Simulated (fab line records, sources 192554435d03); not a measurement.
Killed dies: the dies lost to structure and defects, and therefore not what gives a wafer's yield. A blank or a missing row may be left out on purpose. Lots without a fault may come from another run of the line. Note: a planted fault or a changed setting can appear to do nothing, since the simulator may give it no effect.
A struck lot beside a sound one    flow n5-finfet    15 steps out of a route of 1938
Sound: wafers L734.2, L734.4, L734.6. Wafers struck: L741.1, L741.2, L741.5. The cause is given at the end.
Per side, at each step with rows, come the tool, then ch with its chambers, and then its first start. Under that, the readings that differ: sound wafers    struck wafers    difference of the means    sigmas: that difference in standard deviations of wafers without a fault.
alike: words and numbers the same on both sides, and readings whose means are apart by under 2 such deviations; not compared: readings that were withheld, readings missing a value for some wafer, numbers with overlapping values and no deviation given by the record, and bounds like >300 which may hide the same value.
A row with sigmas, a row that says differs or no value, or rows on one side alone: a step with any of these is where the two part. Non-overlapping numbers with no deviation appear without sigmas and do not part them. Lack of a reading on every wafer of one side parts them only where that side has two or more wafers.

N5_BEOL_M5_OVL_MEAS_29:
  sound on overlay-01 ch 0, day 9 00:12; struck on overlay-01 ch 0, day 12 01:45
  alike: V4_OVL
N5_BEOL_M5_INSPECT_30: inspects for defects (brightfield).
  sound on defect-inspect-01 at day 9 00:16; struck on defect-inspect-01 at day 12 01:49
  alike: raw-defect-count
N5_BEOL_M5_DESCUM_33: chemistry O2, time 7 s.
  sound on rie-diel-03 ch 0,1, day 9 00:44; struck on rie-diel-05 ch 0,1,3, day 12 01:50
  alike: drypump-motor-current-A, oes-product-au, rf-vpp-V, showerhead-plenum-p-Torr, throttle-valve-pct
  not compared: rf-hours-counter-h
N5_BEOL_M5_ETCH_75: etches underlayer in N2/H2, target depth 6.5 nm, time 5.2 s.
  sound on rie-diel-03 ch 0,1, day 9 00:47; struck on rie-diel-05 ch 0,1,3, day 12 01:53
  alike: drypump-motor-current-A, etch-rf-on-time-s, oes-product-au, rf-fwd-power-W, rf-vpp-V, showerhead-plenum-p-Torr, throttle-valve-pct
  not compared: rf-hours-counter-h
N5_BEOL_M5_ETCH_67: etches SiARC in CF4, target depth 15.6 nm, time 26 s.
  sound on rie-diel-03 ch 0,1, day 9 00:47; struck on rie-diel-05 ch 0,1,3, day 12 01:53
  alike: cf4-flow-sccm, drypump-motor-current-A, etch-rf-on-time-s, oes-product-au, rf-fwd-power-W, rf-vpp-V, showerhead-plenum-p-Torr, throttle-valve-pct
  not compared: rf-hours-counter-h
then, 3 steps without rows for these wafers: N5_BEOL_M5_ETCH_68 (etches SOC in N2/H2, target depth 80 nm, overetch 16 nm, time 120 s); N5_BEOL_M5_STRIP_69 (strips in N2/H2); N5_BEOL_M5_STRIP_76 (strips in N2/H2).
N5_BEOL_M5_VIA_ETCH_34: etches SiCOH lowk in C4F6/O2, target depth 88.3 nm, time 39.2 s.
  sound on rie-diel-03 ch 0,1, day 9 00:55; struck on rie-diel-05 ch 0,1,3, day 12 02:01
reading                          sound           struck          difference  sigmas
showerhead-plenum-p-Torr (Torr)  2.77 2.81 2.81  2.99 2.87 2.94  +0.14       +2
  alike: drypump-motor-current-A, oes-product-au, rf-fwd-power-W, rf-vpp-V, throttle-valve-pct
  not compared: rf-hours-counter-h
then, 2 steps without rows for these wafers: N5_BEOL_M5_STRIP_85 (strips in C4F6/O2); N5_BEOL_M5_STRIP_36 (strips in N2/H2).
N5_BEOL_M5_TRENCH_ETCH_37: etches SiCOH lowk in C4F6/O2, target depth 71.652 nm, time 24.7 s.
  sound on rie-diel-03 ch 0,1; struck on rie-diel-05 ch 0,1,3
reading                          sound           struck          difference  sigmas
showerhead-plenum-p-Torr (Torr)  2.77 2.81 2.81  2.99 2.87 2.94  +0.14       +2
  alike: drypump-motor-current-A, oes-product-au, rf-fwd-power-W, rf-vpp-V, throttle-valve-pct
  not compared: rf-hours-counter-h
N5_BEOL_M5_ETCH_41: etches SiCN in CH3F/O2, target depth 31.5 nm, time 56.7 s.
  sound on rie-diel-03 ch 0,1, day 9 01:02; struck on rie-diel-05 ch 0,1,3, day 12 02:08
reading                          sound              struck             difference  sigmas
rf-fwd-power-W (W)               392.6 391.6 392.8  485.0 487.5 485.9  +93.8       +78
rf-vpp-V (V)                     296.6 297.2 295.9  279.1 278.9 277.7  -18.0       -14
showerhead-plenum-p-Torr (Torr)  1.95 1.97 1.97     2.11 2.02 2.07     +0.10       +2
model.etch.depth-nm (nm)         22.45 21.65 21.44  23.37 22.71 22.88  +1.14       
  alike: drypump-motor-current-A, oes-product-au, throttle-valve-pct
  not compared: rf-hours-counter-h
then, 1 step without rows for these wafers: N5_BEOL_M5_STRIP_91 (strips in N2/H2, time 10 s).
-- record jumps: 4 days separate the struck wafers' starts on either side; left off in module BEOL_M5, taken up again in module PASSIVATION, whose first shown step is the route's number 1936 --
N5_PASSIVATION_PROBE_49:
  record: rows for the struck wafers here (prober-02, day 16 10:32), none for the sound ones

== WHERE THEY PART ==
Last at N5_PASSIVATION_PROBE_49 as far as this record goes, first at N5_BEOL_M5_VIA_ETCH_34.

WHY: the cause the simulator had injected
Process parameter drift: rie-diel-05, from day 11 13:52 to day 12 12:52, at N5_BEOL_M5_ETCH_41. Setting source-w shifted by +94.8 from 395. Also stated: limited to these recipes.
